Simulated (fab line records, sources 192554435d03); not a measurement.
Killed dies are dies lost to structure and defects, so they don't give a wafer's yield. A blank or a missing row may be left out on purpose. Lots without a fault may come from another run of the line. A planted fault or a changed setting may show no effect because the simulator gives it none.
fab line records | flow n5_finfet | part 2 of 2: steps 21 to 32 of 32
record lots=5 wafers=15 last_day=17
route steps=1938 shown BEOL_M12@1656 BEOL_M13@1659
lots that met no fault: from a run of the same line without faults
start_h: hours from the record's first day to the start of the lot's first wafer shown | wait_h: hours since the lot's step before | " the same as in the row above | L1.1+2: a row that stands for several wafers | - no value, or no start given | * or withheld: withheld | < > ~ a bound
route shown NAME@n: a module of which the file shows steps, and the number in the route of the first | usual: mean/standard deviation of fault-free wafers | same: alike in all rows | chamber/n: place in a boat | sites: the reading at each site | _std_site: their standard deviation | _edge_site: outer sites' mean less inner sites' | radius_mm: how far each site lies from the wafer's centre | mask NAME#n: copy n | behind: the tool/chamber that last shaped the wafer | hold: why the lot was held/for how many hours/how that ended | device: the transistor (n, p or np) that didn't switch | end of line: the same wafers' tests at the end of the route | a step without rows: its recipe alone | killed: dies lost to structure and defects at the first sort, not the wafer's yield | map: a wafer's dies, x killed, . not, _ none there
set.NAME: the setting as run; set.NAME@STEP: as run at that earlier step | model.NAME: the simulator's own value behind a step, which no gauge read
lots at some steps of the route; a table a step, a row a wafer
services: from which hour (start_h, from the record's first day; less than 0 if before it) a tool's chamber was out of use, for how many hours, and why
## steps
# step N5_BEOL_M13_STRIP_64
# recipe chemistry=N2/H2 power_w=1000 temp_c=250 h2_frac=0.65 overash_fraction=0.3 pressure_mtorr=withheld n2_flow_sccm=1750 h2_flow_sccm=3250
# usual drypump_motor_current_A=5.6/0.35 heater_power_w=338/23 oes_product_au=0.715/0.0043 strip_time_to_endpoint_s=31.36/0.097
# same overash_fraction=0.3
# columns lot.wafer tool chamber start_h wait_h drypump_motor_current_A heater_power_w oes_product_au rf_hours_counter_h strip_time_to_endpoint_s
L074.1 plasma_asher-02 0 246.83 0.0 5.9 320 0.713 118 31.50
L074.2 " 1 " " 5.6 382 0.715 118 31.56
L074.5 " 0 " " 5.9 325 0.716 - 31.49
L076.1 plasma_asher-02 0 273.07 0.0 6.0 328 0.710 123 31.29
L076.4 " 0 " " 5.9 328 0.718 - 31.25
L076.6 " 1 " " 5.6 370 0.718 - 31.24
L081.1 plasma_asher-01 0 282.57 0.0 4.9 330 0.710 83 31.42
L081.3 " 1 " " 5.7 311 0.711 - 31.43
L081.5 " 0 " " 4.9 337 0.706 - 31.41
L083.1 plasma_asher-02 1 298.57 0.0 5.6 360 0.710 128 31.42
L083.3 " 0 " " 5.9 328 0.715 - 31.47
L083.5 " 0 " " 5.9 320 0.724 - 31.47
L094.2 plasma_asher-01 0 364.89 0.0 4.9 330 0.721 97 31.37
L094.5 " 1 " " 5.7 319 0.717 - 31.46
L094.6 " 0 " " 4.9 328 0.715 - 31.39
# step N5_BEOL_M13_STRIP_71
# recipe chemistry=post_etch_residue_remover time_s=60 temp_c=25 remover_ph=withheld remover_water_wt_pct=withheld remover_fluoride_wt_pct=withheld
# columns lot.wafer tool chamber start_h wait_h
L074.1+2+5 wet_bench-03 4,0,7 246.92 0.1
L076.1+4+6 wet_bench-03 1,7,0 273.15 0.1
L081.1+3+5 wet_bench-02 1,2,3 282.66 0.1
L083.1+3+5 wet_bench-03 2,6,1 298.66 0.1
L094.2+5+6 wet_bench-04 0,7,6 364.97 0.1
# step N5_BEOL_M13_SRD_72
# recipe time_s=30 temp_c=23 rinse_liquid=diw dry=n2_spin spin_rpm=1500 dry_time_s=30
# columns lot.wafer tool chamber start_h wait_h
L074.1+2+5 wet_bench-03 4,0,7 246.94 0.0
L076.1+4+6 wet_bench-03 1,7,0 273.17 0.0
L081.1+3+5 wet_bench-02 1,2,3 282.68 0.0
L083.1+3+5 wet_bench-03 2,6,1 298.67 0.0
L094.2+5+6 wet_bench-04 0,7,6 364.99 0.0
# step N5_BEOL_M13_CD_MEAS_17
# recipe target_cd_nm=190 polarity=opening
# usual cd_nm=189.8/1.6
# columns lot.wafer tool chamber start_h wait_h cd_nm
L074.1 cd_sem-03 - 246.98 0.0 189.1
L074.2 " - " " 188.4
L074.5 " - " " 189.7
L076.1 cd_sem-02 - 273.21 0.0 188.0
L076.4 " - " " 187.5
L076.6 " - " " 187.6
L081.1 cd_sem-01 - 282.72 0.0 188.0
L081.3 " - " " 188.1
L081.5 " - " " 187.6
L083.1 cd_sem-03 - 298.71 0.0 192.9
L083.3 " - " " 192.3
L083.5 " - " " 191.5
L094.2 cd_sem-02 - 365.03 0.0 192.1
L094.5 " - " " 191.4
L094.6 " - " " 191.6
# step N5_BEOL_M13_COAT_65
# recipe resist=SOC temp_c=250 time_s=60 spin_rpm=1500 resist_thk_nm=350
# usual resist_line_temp_C=23.02/0.1
# columns lot.wafer tool chamber start_h wait_h resist_line_temp_C
L074.1 litho_track-02 0 247.01 0.0 22.95
L074.2 " 0 " " 22.90
L074.5 " 0 " " 22.78
L076.1 litho_track-02 0 273.25 0.0 22.97
L076.4 " 0 " " 23.05
L076.6 " 0 " " 22.99
L081.1 litho_track-01 0 282.76 0.0 23.15
L081.3 " 0 " " 23.07
L081.5 " 0 " " 23.02
L083.1 litho_track-05 0 298.75 0.0 23.24
L083.3 " 0 " " 22.85
L083.5 " 0 " " 23.01
L094.2 litho_track-05 0 365.07 0.0 23.06
L094.5 " 0 " " 23.20
L094.6 " 0 " " 23.04
# step N5_BEOL_M13_COAT_66
# recipe resist=SiARC temp_c=220 time_s=60 spin_rpm=1500 resist_thk_nm=110
# usual resist_line_temp_C=23.01/0.11
# columns lot.wafer tool chamber start_h wait_h resist_line_temp_C
L074.1 litho_track-02 0 - - 23.15
L074.2 " 0 " " 23.01
L074.5 " 0 " " 22.89
L076.1 litho_track-02 0 - - 23.24
L076.4 " 0 " " 23.07
L076.6 " 0 " " 23.11
L081.1 litho_track-01 0 - - 22.79
L081.3 " 0 " " 22.75
L081.5 " 0 " " 22.87
L083.1 litho_track-05 0 - - 23.26
L083.3 " 0 " " 23.13
L083.5 " 0 " " 23.12
L094.2 litho_track-05 0 - - 22.86
L094.5 " 0 " " 22.82
L094.6 " 0 " " 22.93
# step N5_BEOL_M13_COAT_22
# recipe spin_rpm=2888 resist_thk_nm=300
# usual resist_line_temp_C=22.99/0.1
# columns lot.wafer tool chamber start_h wait_h resist_line_temp_C
L074.1 litho_track-02 0 - - 23.12
L074.2 " 0 " " 23.16
L074.5 " 0 " " 23.28
L076.1 litho_track-02 0 - - 23.20
L076.4 " 0 " " 22.99
L076.6 " 0 " " 23.07
L081.1 litho_track-01 0 - - 23.09
L081.3 " 0 " " 23.05
L081.5 " 0 " " 23.04
L083.1 litho_track-05 0 - - 22.89
L083.3 " 0 " " 22.88
L083.5 " 0 " " 22.74
L094.2 litho_track-05 0 - - 23.00
L094.5 " 0 " " 23.14
L094.6 " 0 " " 22.89
# step N5_BEOL_M13_EBR_24
# recipe solvent=PGMEA ebr_width_mm=1.5
# usual resist_line_temp_C=23.01/0.12
# columns lot.wafer tool chamber start_h wait_h resist_line_temp_C
L074.1 litho_track-02 0 - - 23.12
L074.2 " 0 " " 23.35
L074.5 " 0 " " 23.06
L076.1 litho_track-02 0 - - 23.06
L076.4 " 0 " " 23.04
L076.6 " 0 " " 22.94
L081.1 litho_track-01 0 - - 23.07
L081.3 " 0 " " 23.02
L081.5 " 0 " " 23.00
L083.1 litho_track-05 0 - - 22.97
L083.3 " 0 " " 23.00
L083.5 " 0 " " 22.92
L094.2 litho_track-05 0 - - 22.99
L094.5 " 0 " " 22.94
L094.6 " 0 " " 22.95
# step N5_BEOL_M13_SOFTBAKE_23
# recipe temp_c=130 time_s=60
# usual resist_line_temp_C=22.99/0.1
# columns lot.wafer tool chamber start_h wait_h resist_line_temp_C
L074.1 litho_track-02 0 - - 23.03
L074.2 " 0 " " 23.03
L074.5 " 0 " " 22.92
L076.1 litho_track-02 0 - - 23.11
L076.4 " 0 " " 23.12
L076.6 " 0 " " 22.97
L081.1 litho_track-01 0 - - 23.05
L081.3 " 0 " " 22.96
L081.5 " 0 " " 23.06
L083.1 litho_track-05 0 - - 22.93
L083.3 " 0 " " 23.11
L083.5 " 0 " " 22.96
L094.2 litho_track-05 0 - - 23.04
L094.5 " 0 " " 23.14
L094.6 " 0 " " 23.01
# step N5_BEOL_M13_EXPOSE_25
# recipe mask_id=M13 na=0.93 source_shape=conventional sigma_outer=0.4 polarization=unpolarized target_cd_nm=210 dose_mj=22
# columns lot.wafer tool chamber start_h wait_h mask
L074.1+2+5 krf_scanner-01 0 247.26 - M13#0
L076.1+4+6 krf_scanner-02 0 273.37 - M13#0
L081.1+3+5 krf_scanner-01 0 283.00 - M13#0
L083.1+3+5 krf_scanner-02 0 298.87 - M13#0
L094.2+5+6 krf_scanner-02 0 365.19 - M13#0
# step N5_BEOL_M13_PEB_26
# recipe peb_temp_c=130 peb_time_s=90
# usual resist_line_temp_C=23.00/0.11
# columns lot.wafer tool chamber start_h wait_h resist_line_temp_C
L074.1 litho_track-05 0 247.31 0.1 22.87
L074.2 " 0 " " 22.89
L074.5 " 0 " " 22.78
L076.1 litho_track-02 0 273.42 0.1 23.14
L076.4 " 0 " " 23.27
L076.6 " 0 " " 23.21
L081.1 litho_track-01 0 283.06 0.1 23.25
L081.3 " 0 " " 23.10
L081.5 " 0 " " 23.25
L083.1 litho_track-05 0 298.93 0.1 23.08
L083.3 " 0 " " 23.03
L083.5 " 0 " " 22.86
L094.2 litho_track-01 0 365.24 0.0 22.98
L094.5 " 0 " " 22.91
L094.6 " 0 " " 22.88
# step N5_BEOL_M13_DEVELOP_27
# recipe develop_time_s=45 rinse_liquid=diw dry=air_spin dev_temp_c=21
# usual resist_line_temp_C=22.99/0.11
# columns lot.wafer tool chamber start_h wait_h resist_line_temp_C
L074.1 litho_track-05 0 - - 23.03
L074.2 " 0 " " 22.95
L074.5 " 0 " " 23.01
L076.1 litho_track-02 0 - - 22.87
L076.4 " 0 " " 22.94
L076.6 " 0 " " 22.87
L081.1 litho_track-01 0 - - 22.98
L081.3 " 0 " " 23.10
L081.5 " 0 " " 22.87
L083.1 litho_track-05 0 - - 22.97
L083.3 " 0 " " 23.04
L083.5 " 0 " " 22.99
L094.2 litho_track-01 0 - - 22.84
L094.5 " 0 " " 23.08
L094.6 " 0 " " 22.87
## services
# columns tool chamber start_h hours kind
rie_diel-01 3 229.61 8.4 repair
krf_scanner-01 - 232.02 2.1 repair
krf_scanner-01 - 234.98 0.8 pm
pecvd-02 - 241.56 0.4 repair
krf_scanner-02 - 244.62 1.3 pm
wet_bench-03 - 249.59 3.8 repair
plasma_asher-02 - 250.42 3.0 repair
krf_scanner-01 - 252.97 0.9 repair
rie_diel-03 2 257.83 5.3 repair
pecvd-04 - 264.79 2.8 pm
krf_scanner-01 - 269.73 1.3 pm
krf_scanner-02 - 283.41 3.6 pm
pecvd-02 - 288.38 2.8 pm
krf_scanner-02 - 303.76 0.8 pm
krf_scanner-02 - 305.23 0.8 repair
rie_diel-03 3 305.87 4.8 repair
wet_bench-03 - 310.82 1.9 pm
krf_scanner-02 - 312.60 1.0 pm
rie_diel-02 - 325.54 2.8 pm
krf_scanner-01 - 328.12 1.0 pm
pecvd-01 1 331.86 9.5 repair
rie_diel-02 1 340.70 5.4 repair
plasma_asher-01 - 343.65 9.3 pm
rie_diel-03 2 357.57 5.0 repair
